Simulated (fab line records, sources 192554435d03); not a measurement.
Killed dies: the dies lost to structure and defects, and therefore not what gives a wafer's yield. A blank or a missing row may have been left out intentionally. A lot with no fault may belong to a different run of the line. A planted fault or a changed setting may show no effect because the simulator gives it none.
fab line records	flow n5-finfet
record lots=7	wafers=39
route steps=1938 shown FIN_SAQP@102 STI_FIN_REVEAL@190 SPACER0@260 HKMG_FIN@456 GATE_CUT@467 MOL_CONTACT_COAG@609 BEOL_M4@1111
start-h: hours from the record's first day to the start of the lot's first wafer shown	wait-h: hours elapsed since this lot's preceding step	" identical to the entry in the row above	L1.1+2: a single row standing in for several wafers	- no value present, or no start provided	* or withheld: withheld	< > ~ a bound
route shown NAME@n: NAME is a module with steps in the file, n the number in the route of the first one	usual: mean/standard deviation of fault-free wafers	same: alike in all rows	chamber/n: place in a boat	sites: readings site by site	_std_site: their standard deviation	_edge_site: the outer-site mean with the inner-site mean subtracted	radius-mm: how far each site lies from the wafer's centre	mask NAME#n: copy n	behind: the tool/chamber that last shaped the wafer	hold: why the lot was held/for how many hours/how that ended	device: names the non-switching transistor (n, p or np)	end of line: the route-end tests of the same wafers	a step without rows: its recipe alone	killed: count of dies lost to structure and defects at first sort (not the wafer's yield)	map: dies across one wafer; x = killed, . = not, _ = none there
set.NAME: the setting as run; set.NAME@STEP: as run at that earlier step	model.NAME: the simulator's own value behind a step, which no gauge read
one table per step and one row per wafer, for lots whose settings were changed on purpose
## steps
# step N5_FIN_SAQP_HM_DEP_72
# recipe material=SiO2	target-thk-a=120	temp-c=400	precursor=SiH4/N2O	pressure-torr=0.75	rf-w=275	time-s=7.2
# step N5_FIN_SAQP_ETCH_64
# recipe chemistry=CF4	target=SiO2	target-depth-a=15	ion-energy-ev=350	pressure-mtorr=10	icp-w=800	bias-w=400	cf4-flow-sccm=80
# step N5_STI_FIN_REVEAL_ETCHBACK_08
# recipe chemistry=C4F6/O2	target=SiO2	target-depth-a=305	time-s=10.167	ion-energy-ev=250	pressure-mtorr=30	source-w=345	bias-w=185	Ar_flow_sccm=300	C4F6_flow_sccm=10	O2_flow_sccm=10
# step N5_SPACER0_ALD_08
# recipe material=SiNx	target-thk-a=20	temp-c=400	ald-precursor-family=SiH2I2	ald-co-reactant=N2/H2-plasma	pressure-torr=2
# step N5_HKMG_FIN_ALD_21
# recipe material=TiN	target-thk-a=15	temp-c=400	ald-precursor-family=TiCl4	ald-co-reactant=NH3	pulse-time-s=1	purge-time-s=3	co-reactant-purge-time-s=2	co-reactant-pulse-time-s=2	ald-cycles=68	pressure-torr=3
# step N5_GATE_CUT_ETCHBACK_30
# recipe chemistry=Cl2/Ar	target=TiN	target-depth-a=30	mode=isotropic	pressure-mtorr=10	icp-w=600	bias-w=60	Cl2_flow_sccm=40	Ar_flow_sccm=60
# step N5_MOL_CONTACT_COAG_ETCHBACK_134
# recipe chemistry=CHF3	target=SiO2	target-depth-a=100	time-s=6.7	ion-energy-ev=200	pressure-mtorr=30	source-w=610	bias-w=170	Ar_flow_sccm=200	CHF3_flow_sccm=50
# step N5_BEOL_M4_RC_MEAS_101
# usual ION_N=673/9	ION_P=461/6.4	REXT_N=75.0/1.5
lot.wafer	tool	chamber	start-h	wait-h	set.target-thk-a@FIN_SAQP_HM_DEP_72	set.bias-w@FIN_SAQP_ETCH_64	set.target-depth-a@STI_FIN_REVEAL_ETCHBACK_08	set.target-thk-a@SPACER0_ALD_08	set.temp-c@HKMG_FIN_ALD_21	set.target-depth-a@GATE_CUT_ETCHBACK_30	set.time-s@MOL_CONTACT_COAG_ETCHBACK_134	ION_N[uA/um]	ION_P[uA/um]	REXT_N[ohm.um]
L084.1	prober-02	0	214.82	0.0	120	400	305	22.46	389.8	30	7.804	650	451	79.3
L084.2	"	0	"	"	109.9	400	305	20	400	30	6.7	665	454	77.2
L084.3	"	0	"	"	109.9	400	305	22.46	389.8	30	6.7	658	451	79.7
L084.4	"	0	"	"	109.9	400	324.6	22.46	400	30	6.7	684	466	78.5
L084.5	"	0	"	"	120	400	324.6	20	389.8	30	7.804	684	473	77.3
L084.6	"	0	"	"	120	400	324.6	20	400	30	7.804	679	471	76.5
L085.1	prober-01	0	233.89	0.0	136.9	400	305	22.46	400	30	6.7	672	457	78.4
L085.2	"	0	"	"	120	342.1	305	22.46	400	26.72	7.168	664	454	78.0
L085.3	"	0	"	"	120	342.1	305	20	400	26.72	6.7	667	462	75.5
L085.4	"	0	"	"	120	400	305	20	400	30	6.7	670	465	74.4
L085.5	"	0	"	"	136.9	400	305	22.46	400	26.72	7.168	670	463	77.3
L085.6	"	0	"	"	136.9	342.1	305	20	400	30	7.168	674	469	75.1
L086.1	prober-02	0	237.13	0.0	120	465	331	23.18	400	30	7.86	685	471	77.9
L086.2	"	0	"	"	113	465	305	20	400	30	6.7	668	455	75.4
L086.3	"	0	"	"	113	400	331	23.18	400	30	6.7	690	470	77.7
L086.4	"	0	"	"	113	400	305	23.18	400	30	7.86	673	453	78.7
L086.5	"	0	"	"	120	400	331	20	400	30	7.86	693	477	74.9
L086.6	"	0	"	"	120	465	305	20	400	30	6.7	677	464	75.3
L087.1	prober-01	0	247.18	0.0	120	400	305	20	389.4	30	6.7	663	447	77.1
L087.2	"	0	"	"	137.3	468	325.2	20	389.4	30	8.115	696	481	77.2
L087.3	"	0	"	"	137.3	468	305	20	400	33.57	8.115	667	454	78.1
L087.4	"	0	"	"	137.3	400	305	20	389.4	33.57	8.115	675	455	76.9
L087.5	"	0	"	"	120	400	325.2	20	400	33.57	6.7	682	469	77.3
L087.6	"	0	"	"	120	468	325.2	20	400	30	6.7	699	474	76.5
L090.1	prober-01	0	255.63	0.0	120	400	305	22.43	405.5	30	7.28	655	447	77.6
L090.2	"	0	"	"	130.6	357.7	289.3	22.43	405.5	30	7.28	637	442	77.5
L090.3	"	0	"	"	130.6	400	289.3	20	400	30	7.28	649	451	75.9
L090.4	"	0	"	"	120	400	289.3	20	405.5	30	6.7	650	446	74.9
L090.5	"	0	"	"	120	357.7	305	22.43	400	30	6.7	660	457	78.3
L090.6	"	0	"	"	130.6	357.7	305	20	400	30	6.7	658	456	74.9
L092.2	prober-01	0	271.26	0.2	120	400	305	20	400	30	6.7	676	466	73.8
L092.4	"	0	"	"	120	400	305	20	400	30	6.7	685	480	74.0
L092.6	"	0	"	"	120	400	305	20	400	30	6.7	674	466	74.9
L097.1	prober-02	0	306.57	0.0	136.4	371	305	20	400	32.2	6.7	688	469	72.6
L097.2	"	0	"	"	120	400	329.1	20	400	30	7.756	705	483	72.0
L097.3	"	0	"	"	120	400	305	19.15	400	32.2	7.756	686	468	73.1
L097.4	"	0	"	"	136.4	371	329.1	19.15	391.6	30	7.756	727	483	71.9
L097.5	"	0	"	"	136.4	400	305	20	391.6	30	6.7	686	462	72.6
L097.6	"	0	"	"	120	371	329.1	19.15	391.6	32.2	6.7	717	484	71.3
## key
split step=N5_FIN_SAQP_HM_DEP_72	setting=target-thk-a	stated-as=120
response none clear
split step=N5_FIN_SAQP_ETCH_64	setting=bias-w	stated-as=400
response none clear
split step=N5_STI_FIN_REVEAL_ETCHBACK_08	setting=target-depth-a	stated-as=305
response step=N5_BEOL_M4_RC_MEAS_101	reading=ION_P	slope=+2.37	per=1%	together-with=all	explained=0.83
response step=N5_BEOL_M4_RC_MEAS_101	reading=ION_N	slope=+3.22	per=1%	together-with=all	explained=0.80
split step=N5_SPACER0_ALD_08	setting=target-thk-a	stated-as=20
response step=N5_BEOL_M4_RC_MEAS_101	reading=REXT_N	slope=+0.197	per=1%	together-with=all	explained=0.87
split step=N5_HKMG_FIN_ALD_21	setting=temp-c	stated-as=400
response none clear
split step=N5_GATE_CUT_ETCHBACK_30	setting=target-depth-a	stated-as=30
response none clear
split step=N5_MOL_CONTACT_COAG_ETCHBACK_134	setting=time-s	stated-as=6.7
response none clear
